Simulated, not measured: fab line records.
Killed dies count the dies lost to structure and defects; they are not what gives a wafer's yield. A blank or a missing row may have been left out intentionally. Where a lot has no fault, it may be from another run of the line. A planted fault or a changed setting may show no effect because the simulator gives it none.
Chamber matching || flow nand harc || NHARC_A_CONTACT_DEP_29 on pecvd-02: 3 sister chambers
The step deposits SiON, target thk 70 nm. 18 wafers are shown with their chamber, then 9 later ones without.

WAFERS PAIRED WITH THEIR CHAMBERS
{"wafer": "L078.3", "chamber": 1, "heater power w (W)": 792, "heater power outer w (W)": 505, "chamber pressure Torr (Torr)": 3.481}
{"wafer": "L078.4", "chamber": 1, "heater power w (W)": 815, "heater power outer w (W)": 505, "chamber pressure Torr (Torr)": 3.500}
{"wafer": "L078.5", "chamber": 0, "heater power w (W)": 729, "heater power outer w (W)": 446, "chamber pressure Torr (Torr)": 3.496}
{"wafer": "L083.1", "chamber": 0, "heater power w (W)": 715, "heater power outer w (W)": 451, "chamber pressure Torr (Torr)": 3.490}
{"wafer": "L083.3", "chamber": 1, "heater power w (W)": 799, "heater power outer w (W)": 485, "chamber pressure Torr (Torr)": 3.497}
{"wafer": "L083.5", "chamber": 2, "heater power w (W)": 739, "heater power outer w (W)": 445, "chamber pressure Torr (Torr)": 3.509}
{"wafer": "L082.3", "chamber": 0, "heater power w (W)": 717, "heater power outer w (W)": 430, "chamber pressure Torr (Torr)": 3.508}
{"wafer": "L082.4", "chamber": 0, "heater power w (W)": 721, "heater power outer w (W)": 429, "chamber pressure Torr (Torr)": 3.505}
{"wafer": "L082.6", "chamber": 2, "heater power w (W)": 824, "heater power outer w (W)": 487, "chamber pressure Torr (Torr)": 3.502}
{"wafer": "L084.1", "chamber": 2, "heater power w (W)": 791, "heater power outer w (W)": 479, "chamber pressure Torr (Torr)": 3.500}
{"wafer": "L084.3", "chamber": 1, "heater power w (W)": 688, "heater power outer w (W)": 406, "chamber pressure Torr (Torr)": 3.511}
{"wafer": "L084.6", "chamber": 2, "heater power w (W)": 763, "heater power outer w (W)": 475, "chamber pressure Torr (Torr)": 3.493}
{"wafer": "L086.2", "chamber": 1, "heater power w (W)": 811, "heater power outer w (W)": 501, "chamber pressure Torr (Torr)": 3.491}
{"wafer": "L086.4", "chamber": 1, "heater power w (W)": 824, "heater power outer w (W)": 495, "chamber pressure Torr (Torr)": 3.497}
{"wafer": "L086.6", "chamber": 2, "heater power w (W)": 812, "heater power outer w (W)": 505, "chamber pressure Torr (Torr)": 3.508}
{"wafer": "L088.1", "chamber": 2, "heater power w (W)": 789, "heater power outer w (W)": 498, "chamber pressure Torr (Torr)": 3.503}
{"wafer": "L088.4", "chamber": 2, "heater power w (W)": 814, "heater power outer w (W)": 481, "chamber pressure Torr (Torr)": 3.493}
{"wafer": "L088.5", "chamber": 0, "heater power w (W)": 711, "heater power outer w (W)": 427, "chamber pressure Torr (Torr)": 3.489}

SIGNATURES (averages over the wafers above)
{"reading": "heater power w", "chamber 0": 718.60, "chamber 1": 788.17, "chamber 2": 790.29, "scatter within a chamber": 35}
{"reading": "heater power outer w", "chamber 0": 436.60, "chamber 1": 482.83, "chamber 2": 481.43, "scatter within a chamber": 25.9}
{"reading": "chamber pressure Torr", "chamber 0": 3.49760, "chamber 1": 3.49617, "chamber 2": 3.50114, "scatter within a chamber": 0.00831}
Rule: distance of a wafer from a chamber = root of the sum over the readings of ((wafer's reading minus chamber's mean) / reading's scatter) squared. The wafer belongs to the nearest chamber; if the next one is less than 2 further off, it can't be placed. The scatter: the root of (the sum of the squares of (reading less its chamber's mean) over the shown wafers, divided by (wafers less chambers)).

WAFERS WHOSE CHAMBER IS MISSING
{"wafer": "L091.1", "heater power w (W)": 785, "heater power outer w (W)": 479, "chamber pressure Torr (Torr)": 3.494}
{"wafer": "L091.2", "heater power w (W)": 687, "heater power outer w (W)": 416, "chamber pressure Torr (Torr)": 3.495}
{"wafer": "L091.5", "heater power w (W)": 773, "heater power outer w (W)": 466, "chamber pressure Torr (Torr)": 3.515}
{"wafer": "L092.1", "heater power w (W)": 848, "heater power outer w (W)": 532, "chamber pressure Torr (Torr)": 3.517}
{"wafer": "L092.3", "heater power w (W)": 665, "heater power outer w (W)": 392, "chamber pressure Torr (Torr)": 3.496}
{"wafer": "L092.5", "heater power w (W)": 775, "heater power outer w (W)": 474, "chamber pressure Torr (Torr)": 3.494}
{"wafer": "L094.1", "heater power w (W)": 690, "heater power outer w (W)": 433, "chamber pressure Torr (Torr)": 3.499}
{"wafer": "L094.5", "heater power w (W)": 866, "heater power outer w (W)": 539, "chamber pressure Torr (Torr)": 3.496}
{"wafer": "L094.6", "heater power w (W)": 716, "heater power outer w (W)": 429, "chamber pressure Torr (Torr)": 3.504}

CHAMBER TAKEN BY EACH
{"wafer": "L091.1", "from the rows above": "can't be placed: 1 or 2", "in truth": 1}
{"wafer": "L091.2", "from the rows above": 0, "in truth": 0}
{"wafer": "L091.5", "from the rows above": "can't be placed: 2 or 1 or 0", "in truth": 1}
{"wafer": "L092.1", "from the rows above": "can't be placed: 2 or 1", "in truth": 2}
{"wafer": "L092.3", "from the rows above": 0, "in truth": 0}
{"wafer": "L092.5", "from the rows above": "can't be placed: 1 or 2 or 0", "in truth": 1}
{"wafer": "L094.1", "from the rows above": 0, "in truth": 0}
{"wafer": "L094.5", "from the rows above": "can't be placed: 1 or 2", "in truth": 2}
{"wafer": "L094.6", "from the rows above": 0, "in truth": 0}
Correctly placed: 4 of 9. Not placeable from these rows: 5 (in 5, the candidates include the true chamber). Number placed wrongly: 0.
